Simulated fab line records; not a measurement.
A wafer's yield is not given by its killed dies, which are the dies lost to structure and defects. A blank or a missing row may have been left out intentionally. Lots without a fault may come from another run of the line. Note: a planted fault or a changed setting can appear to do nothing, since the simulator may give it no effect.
Comparing a struck lot with a sound one    flow n5 finfet    14 out of 1938 route steps
Sound: wafers L867.1, L867.2, L867.4. The struck wafers were L879.1, L879.3, L879.5. Last of all comes the cause.
Each step with rows lists, per side, the tool, then ch with its chambers, then its first start. Under that, the readings that differ: sound wafers    struck wafers    difference of the means    sigmas: that difference in standard deviations of wafers without a fault.
alike: readings whose means differ by less than 2 such deviations, and words and numbers that are the same on both sides. not compared: withheld readings, readings that some wafer has no value for, bounds like >300 that may hide the same value, and numbers for which the record gives no deviation and whose values overlap.
A row with sigmas, a row that says differs or no value, or rows on one side alone: a step with any of these is where the two part. Numbers that don't overlap but have no deviation are shown without sigmas and don't part them. Lack of a reading on every wafer of one side parts them only where that side has two or more wafers.

first, 4 steps without rows for these wafers: N5_HKMG_FIN_PRECLEAN_64 (cleans in dHF, time 30 s); N5_HKMG_FIN_WET_ETCH_65 (etches a-Si in TMAH, stops on TiN, time 49 s, target depth 3 nm); N5_HKMG_FIN_WET_ETCH_81 (etches TiN in SC1, stops on HfO2, time 57 s, target depth 6 nm); N5_HKMG_FIN_WET_ETCH_82 (etches La2O3 in dHCl, stops on HfO2, target depth 2 nm, rinse time 30 s).
N5_HKMG_FIN_ALD_36: deposits TiN, target thk 1 nm, pulse time 1 s, purge time 3 s.
  sound on ald metal-04 ch 0,1,3, day 4 06:01; struck on ald metal-04 ch 0,1,3, day 7 08:48
  alike: heater power w, precursor pulse height rel
N5_HKMG_FIN_THK_MEAS_70: measures by xrf.
  sound on film metro-02, day 4 06:17; struck on film metro-01, day 7 09:05
  alike: HK_THK
N5_HKMG_FIN_PWFM_ALD_03: deposits TiN, target thk 2 nm, pulse time 1 s, purge time 3 s.
  sound on ald metal-01 ch 1,2, day 4 06:20; struck on ald metal-02 ch 1,2, day 7 09:07
  alike: heater power w, precursor pulse height rel
then, 5 steps without rows for these wafers: N5_HKMG_FIN_COAT_29 (time 60 s, resist thk 300 nm); N5_HKMG_FIN_COAT_30 (time 60 s, resist thk 35 nm); N5_HKMG_FIN_COAT_06 (resist thk 90 nm); N5_HKMG_FIN_EBR_08; N5_HKMG_FIN_SOFTBAKE_07 (time 60 s).
N5_HKMG_FIN_EXPOSE_09: exposes mask NWFM.
  struck on arfi scanner-01, day 7 09:50; sound on arfi scanner-01 ch 0, day 4 07:02
  no value came back on the struck wafers for exposure dose mJ cm2, focus offset nm (nm); on the sound wafers exposure dose mJ cm2 reads 39.22 39.19 39.21
  alike: mask
then, 1 step without rows for these wafers: N5_HKMG_FIN_PEB_10 (peb time 60 s).

WHERE THEY PART
N5_HKMG_FIN_EXPOSE_09 only, going by this record.

WHY: the cause the simulator had injected
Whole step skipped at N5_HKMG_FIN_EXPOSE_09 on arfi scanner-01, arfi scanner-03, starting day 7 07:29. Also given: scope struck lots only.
